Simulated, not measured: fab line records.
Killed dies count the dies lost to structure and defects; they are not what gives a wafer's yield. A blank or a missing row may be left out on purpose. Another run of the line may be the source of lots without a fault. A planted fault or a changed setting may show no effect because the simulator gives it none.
Chamber matching :: flow nand harc :: NHARC_A_BONDPAD_CMP_19 on cmp-04: 4 sister chambers
The step polishes, t overpolish 30 s, cu recess touch 16 s, target thk 169.82 nm. 8 wafers are shown with their chamber, then 10 later ones without.

EACH WAFER AND ITS CHAMBER
wafer: L082.3
chamber: 0
motor current A (A): 11.0
overpolish run s (s): 30.000

wafer: L087.4
chamber: 2
motor current A (A): 11.6
overpolish run s (s): 30.011

wafer: L088.5
chamber: 3
motor current A (A): 12.6
overpolish run s (s): 29.999

wafer: L090.1
chamber: 3
motor current A (A): 12.4
overpolish run s (s): 29.989

wafer: L090.4
chamber: 1
motor current A (A): 11.5
overpolish run s (s): 30.019

wafer: L090.5
chamber: 0
motor current A (A): 10.2
overpolish run s (s): 30.015

wafer: L091.1
chamber: 2
motor current A (A): 12.2
overpolish run s (s): 29.990

wafer: L091.3
chamber: 1
motor current A (A): 11.7
overpolish run s (s): 29.993

WAFERS WITH NO CHAMBER GIVEN
wafer: L091.5
motor current A (A): 11.6
overpolish run s (s): 29.995

wafer: L092.1
motor current A (A): 11.8
overpolish run s (s): 29.993

wafer: L092.3
motor current A (A): 12.8
overpolish run s (s): 30.002

wafer: L092.5
motor current A (A): 9.8
overpolish run s (s): 30.010

wafer: L093.3
motor current A (A): 11.9
overpolish run s (s): 30.007

wafer: L093.4
motor current A (A): 10.0
overpolish run s (s): 29.996

wafer: L093.5
motor current A (A): 11.4
overpolish run s (s): 30.000

wafer: L097.3
motor current A (A): 10.9
overpolish run s (s): 30.005

wafer: L097.4
motor current A (A): 12.6
overpolish run s (s): 30.014

wafer: L097.5
motor current A (A): 12.3
overpolish run s (s): 30.008

WHICH CHAMBER EACH ONE RAN IN
wafer: L091.5
from the rows above: can't be placed: 1 or 2 or 3
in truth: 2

wafer: L092.1
from the rows above: can't be placed: 2 or 1 or 3
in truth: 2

wafer: L092.3
from the rows above: can't be placed: 3 or 2
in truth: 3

wafer: L092.5
from the rows above: 0
in truth: 0

wafer: L093.3
from the rows above: can't be placed: 2 or 1 or 3
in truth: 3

wafer: L093.4
from the rows above: 0
in truth: 0

wafer: L093.5
from the rows above: can't be placed: 1 or 2 or 0
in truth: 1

wafer: L097.3
from the rows above: can't be placed: 0 or 1 or 2
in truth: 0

wafer: L097.4
from the rows above: can't be placed: 3 or 2 or 1
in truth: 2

wafer: L097.5
from the rows above: can't be placed: 3 or 2 or 1
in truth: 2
Correct placement for 2 of the 10. From these rows, 8 cannot be placed; in 8 the true chamber is one of the candidates. 0 placed wrongly.
How it was worked out, from the rows above alone: a wafer's distance from a chamber is the root of the sum, over the readings, of the square of ((its reading less the chamber's mean) divided by the reading's scatter). The wafer belongs to the nearest chamber; if the next one is less than 2 further off, it can't be placed. A chamber's mean is the mean of its shown wafers. The scatter: take each reading less its chamber's mean, square it, sum over the shown wafers, divide by the number of wafers less the number of chambers, and take the root.
